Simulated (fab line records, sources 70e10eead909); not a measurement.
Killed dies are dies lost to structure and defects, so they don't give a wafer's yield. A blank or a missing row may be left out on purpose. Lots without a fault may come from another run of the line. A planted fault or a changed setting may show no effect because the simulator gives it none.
Chamber matching | flow nand_harc | NHARC_THIN_TSV_DESCUM_14 on rie_diel-01: 4 sister chambers
The step chemistry O2, time 3 s. 4 wafers are shown with their chamber, then 7 later ones without.

WAFERS WITH THEIR CHAMBER
wafer  | chamber | drypump_motor_current_A (A)
L968.3 | 3       | 6.2
L971.1 | 1       | 5.4
L974.1 | 0       | 6.0
L974.2 | 2       | 6.5

WAFERS WITHOUT THEIR CHAMBER
wafer  | drypump_motor_current_A (A)
L974.5 | 6.0
L981.1 | 6.6
L981.3 | 5.4
L981.5 | 5.4
L983.1 | 6.0
L983.3 | 6.6
L983.4 | 6.2

WHICH CHAMBER EACH WENT THROUGH
wafer  | from the rows above | in truth
L974.5 | 0                   | 0
L981.1 | 2                   | 2
L981.3 | 1                   | 1
L981.5 | 1                   | 1
L983.1 | 0                   | 0
L983.3 | 2                   | 2
L983.4 | 3                   | 3
Placed correctly: 7 of 7. Can't be placed from these rows: 0. Placed wrongly: 0.
How it was worked out, from the rows above alone: a wafer's distance from a chamber is the root of the sum, over the readings, of the square of ((its reading less the chamber's mean) divided by the reading's scatter). The wafer belongs to the nearest chamber; if the next one is less than 2 further off, it can't be placed. A chamber's mean is the mean of its shown wafers. The scatter: with one shown wafer a chamber, the root of the mean of the squares of how far each hidden wafer lies from its nearest shown one.
